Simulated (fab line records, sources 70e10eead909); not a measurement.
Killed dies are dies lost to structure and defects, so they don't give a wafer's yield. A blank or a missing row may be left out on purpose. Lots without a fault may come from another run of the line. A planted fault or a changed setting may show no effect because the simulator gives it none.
One fault seen from 2 desks | flow nand_harc | each desk has only its own numbers; what lay behind them comes last

THE METROLOGY DESK
What the gauges read, lot by lot, whatever tool the lot ran on: means of the sampled wafers that have a number. A lot is out of limits, marked OUT, if its mean lies more than 4 standard deviations from the usual mean; the brackets give that distance.
Columns: A = cd_nm at NHARC_A_CHANNEL_HOLE_D2_CD_MEAS_18, usual 100.0 nm
lot  | first seen here | A
L187 | day 13 05:13    | 99.2
L189 | day 13 14:22    | 101.9
L190 | day 14 04:52    | 98.3
L198 | day 17 13:28    | 102.2
L199 | day 18 02:11    | 101.5
L200 | day 18 02:35    | 100.2
L201 | day 18 15:52    | 99.6
L203 | day 19 06:00    | 100.1
L204 | day 20 04:54    | 100.4
L207 | day 21 05:01    | 99.5
L208 | day 21 16:09    | 98.6
This desk's finding: nothing out of limits on any of the 11 lots.

THE TOOL OWNER'S DESK: har_etch-02
The tool's own readings at NHARC_A_CHANNEL_HOLE_D2_ETCH_23 (etches the open film in C4F8/O2/Ar, time 819 s, target depth 1600 nm): means of the sampled wafers that have a number, for each lot that ran on this tool. A lot is out of limits, marked OUT, if its mean lies more than 4 standard deviations from the usual mean; the brackets give that distance.
Columns: A = drypump_motor_current_A at NHARC_A_CHANNEL_HOLE_D2_ETCH_23, usual 6.37 A; B = o2_flow_sccm at NHARC_A_CHANNEL_HOLE_D2_ETCH_23, usual 35.69 sccm; C = showerhead_plenum_p_Torr at NHARC_A_CHANNEL_HOLE_D2_ETCH_23, usual 3.68 Torr; D = throttle_valve_pct at NHARC_A_CHANNEL_HOLE_D2_ETCH_23, usual 32.156 %
lot  | first seen here | A    | B     | C    | D
L187 | day 13 09:16    | 6.48 | 35.53 | 3.46 | 32.160
L189 | day 13 20:14    | 6.17 | 35.69 | 3.77 | 32.153
L190 | day 14 06:22    | 5.97 | 35.80 | 3.93 | 32.156
L198 | day 17 14:59    | 6.32 | 35.64 | 3.91 | 32.150
L199 | day 18 03:42    | 6.00 | 35.83 | 3.90 | 32.149
L201 | day 18 17:37    | 6.14 | 35.73 | 3.90 | 32.162
L203 | day 19 09:55    | 6.32 | 35.75 | 3.90 | 32.163
L204 | day 20 14:45    | 6.31 | 35.81 | 3.89 | 32.162
L207 | day 21 08:25    | 6.13 | 35.68 | 3.89 | 32.156
This desk's finding: nothing out of limits on any of the 9 lots.

PUT TOGETHER
The metrology desk saw nothing out of limits.
The tool owner's desk saw nothing out of limits.

WHAT THE SIMULATOR HAD PUT IN
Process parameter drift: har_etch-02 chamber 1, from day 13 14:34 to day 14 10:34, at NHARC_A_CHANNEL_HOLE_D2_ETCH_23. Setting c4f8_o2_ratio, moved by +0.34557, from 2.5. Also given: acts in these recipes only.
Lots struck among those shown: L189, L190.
